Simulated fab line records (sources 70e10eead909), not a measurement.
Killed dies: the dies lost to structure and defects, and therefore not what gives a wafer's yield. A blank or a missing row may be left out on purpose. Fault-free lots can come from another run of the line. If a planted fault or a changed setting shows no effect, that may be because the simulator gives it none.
A lot that was struck, set against a sound lot	flow nandHarc	14 out of 1302 route steps
Sound: these wafers, L580.3, L580.4, L580.6. Struck: wafer L579.1. (L579.3, L579.4 of the same lot were not struck and are left out.) The cause comes at the end.
For every step that has rows: the tool of each side, followed by ch and its chambers, followed by its first start. Under that, the readings that differ: sound wafers	struck wafers	difference of the means	sigmas: that difference in standard deviations of wafers without a fault.
alike: same words and numbers on both sides, and readings whose means sit less than 2 such deviations apart. not compared: any withheld reading, any reading some wafer has no value for, any bound like >300 that may hide the same value, and any number with overlapping values for which the record gives no deviation.
Wherever a step has rows on one side only, a row that says differs or no value, or a row with sigmas, the two part there. Non-overlapping numbers with no deviation appear without sigmas and do not part them. A reading that every wafer of one side lacks parts them only if that side has two wafers or more.

NHARC_P_M2_PRE_CLEAN_30: time 30 s.
  sound on pvdSputter-03; struck on pvdSputter-03
  alike: heaterPowerW
NHARC_P_M2_PVD_20: deposits TaN, target thk 5 nm, time 8.06 s.
  sound on pvdSputter-03; struck on pvdSputter-03
reading	sound	struck	difference	sigmas
biasV (V)	167.5 168.7 167.3	172.3	+4.5	+3
substrateTempC (C)	49.99 49.77 49.86	50.18	+0.31	+3
  alike: throttleValvePct
NHARC_P_M2_PVD_21: deposits Cu, target thk 30 nm, time 20.49 s.
  sound on pvdSputter-03; struck on pvdSputter-03
  alike: substrateTempC, throttleValvePct
then, 1 step without rows for these wafers: NHARC_P_M2_ECD_22 (material Cu, target thk 400 nm).
NHARC_P_M2_ANNEAL_31: time 90 s.
  sound on rtpAnneal-02 ch 0, day 10 19:05; struck on rtpAnneal-02 ch 0, day 9 20:32
  alike: annealTempCMax, wafer_temp_C_max
then, 1 step without rows for these wafers: NHARC_P_M2_CMP_23 (polishes, t overpolish 20 s, target thk 144.3 nm).
NHARC_P_M2_THK_MEAS_24: measures by xrf.
  sound on filmMetro-01, day 10 19:38; struck on filmMetro-02, day 9 21:11
  alike: thkNm
after that, 1 step had no rows for these wafers: NHARC_P_M2_SRD_25.
NHARC_P_M2_INSPECT_27:
  sound on defectInspect-01, day 10 19:48; struck on defectInspect-01, day 9 21:21
  alike: rawDefectCount
NHARC_P_M2_PRE_CLEAN_32: time 12 s.
  sound on pecvd-04 ch 0,1, day 10 19:52; struck on pecvd-02 ch 2, day 9 21:26
  alike: heaterPowerW
then, 1 step without rows for these wafers: NHARC_P_M2_DEP_33 (deposits SiCN, target thk 30 nm).
NHARC_P_BONDPAD_DEP_00: deposits SiCN, target thk 250 nm.
  sound on pecvd-04 ch 1,2, day 10 20:20; struck on pecvd-01 ch 2, day 9 21:55
reading	sound	struck	difference	sigmas
rfFwdPowerW (W)	450.4 448.3 450.1	268.9	-180.7	-99 or more
showerheadVppV (V)	1388 1329 1394	1065	-305	-6
  alike: heaterPowerW
then, 1 step without rows for these wafers: NHARC_P_BONDPAD_CMP_32 (polishes SiCN, target thk 200 nm).
-- record jumps: 18 days between struck wafers' starts before vs after; left off in module P_BONDPAD, resumes in module END, first step shown is number 1302 of the route --
NHARC_END_SORT_01:
  only the struck wafers appear in the record here, on prober-02 ch 0 at day 28 02:24; the sound ones have no rows

WHERE THEY PART
Earliest at NHARC_P_M2_PVD_20; latest, in this record, at NHARC_END_SORT_01.

WHY: what had been put in by the simulator
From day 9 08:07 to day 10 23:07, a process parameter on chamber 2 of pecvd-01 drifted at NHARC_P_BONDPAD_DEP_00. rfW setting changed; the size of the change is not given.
